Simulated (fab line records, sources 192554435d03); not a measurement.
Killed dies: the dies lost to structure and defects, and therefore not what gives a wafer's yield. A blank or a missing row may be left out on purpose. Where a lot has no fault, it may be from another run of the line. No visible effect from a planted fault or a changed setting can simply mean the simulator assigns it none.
Matching of chambers / flow n5 finfet / 3 sister chambers for N5_BEOL_M6_DEP_56 on pecvd-03
The step deposits SiCN from 3MS/NH3, target thk 10 nm, time 17.5 s. 6 wafers are shown with their chamber, then 11 later ones without.

## WAFERS WITH THEIR CHAMBER
wafer=L088.5; chamber=2; throttle valve pct (%)=8.9; showerhead plenum p Torr (Torr)=3.656
wafer=L086.3; chamber=1; throttle valve pct (%)=10.1; showerhead plenum p Torr (Torr)=3.662
wafer=L086.5; chamber=1; throttle valve pct (%)=9.6; showerhead plenum p Torr (Torr)=3.663
wafer=L087.1; chamber=2; throttle valve pct (%)=9.0; showerhead plenum p Torr (Torr)=3.664
wafer=L087.6; chamber=0; throttle valve pct (%)=9.2; showerhead plenum p Torr (Torr)=3.657
wafer=L090.1; chamber=0; throttle valve pct (%)=9.3; showerhead plenum p Torr (Torr)=3.665

## WAFERS MISSING THEIR CHAMBER
wafer=L090.3; throttle valve pct (%)=9.0; showerhead plenum p Torr (Torr)=3.661
wafer=L090.5; throttle valve pct (%)=9.0; showerhead plenum p Torr (Torr)=3.654
wafer=L092.2; throttle valve pct (%)=8.7; showerhead plenum p Torr (Torr)=3.653
wafer=L092.3; throttle valve pct (%)=9.3; showerhead plenum p Torr (Torr)=3.668
wafer=L092.6; throttle valve pct (%)=9.3; showerhead plenum p Torr (Torr)=3.664
wafer=L097.2; throttle valve pct (%)=9.2; showerhead plenum p Torr (Torr)=3.659
wafer=L097.3; throttle valve pct (%)=8.9; showerhead plenum p Torr (Torr)=3.655
wafer=L097.5; throttle valve pct (%)=10.0; showerhead plenum p Torr (Torr)=3.661
wafer=L096.1; throttle valve pct (%)=8.9; showerhead plenum p Torr (Torr)=3.663
wafer=L096.2; throttle valve pct (%)=9.4; showerhead plenum p Torr (Torr)=3.663
wafer=L096.5; throttle valve pct (%)=10.2; showerhead plenum p Torr (Torr)=3.668

## EACH ONE'S CHAMBER
wafer=L090.3; from the rows above=can't be placed: 2 or 0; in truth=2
wafer=L090.5; from the rows above=can't be placed: 2 or 0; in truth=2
wafer=L092.2; from the rows above=can't be placed: 2 or 0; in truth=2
wafer=L092.3; from the rows above=can't be placed: 0 or 2 or 1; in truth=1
wafer=L092.6; from the rows above=can't be placed: 0 or 2 or 1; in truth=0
wafer=L097.2; from the rows above=can't be placed: 0 or 2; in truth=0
wafer=L097.3; from the rows above=can't be placed: 2 or 0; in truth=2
wafer=L097.5; from the rows above=1; in truth=1
wafer=L096.1; from the rows above=can't be placed: 2 or 0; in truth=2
wafer=L096.2; from the rows above=can't be placed: 0 or 1 or 2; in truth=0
wafer=L096.5; from the rows above=1; in truth=1
Correct placement for 2 of the 11. From these rows, 9 cannot be placed; in 9 the true chamber is one of the candidates. Number placed wrongly: 0.
How it was worked out, from the rows above alone: a wafer's distance from a chamber is the root of the sum, over the readings, of the square of ((its reading less the chamber's mean) divided by the reading's scatter). The wafer belongs to the nearest chamber; if the next one is less than 2 further off, it can't be placed. Each chamber's mean is taken over the wafers shown for it. The scatter: the root of (the sum of the squares of (reading less its chamber's mean) over the shown wafers, divided by (wafers less chambers)).
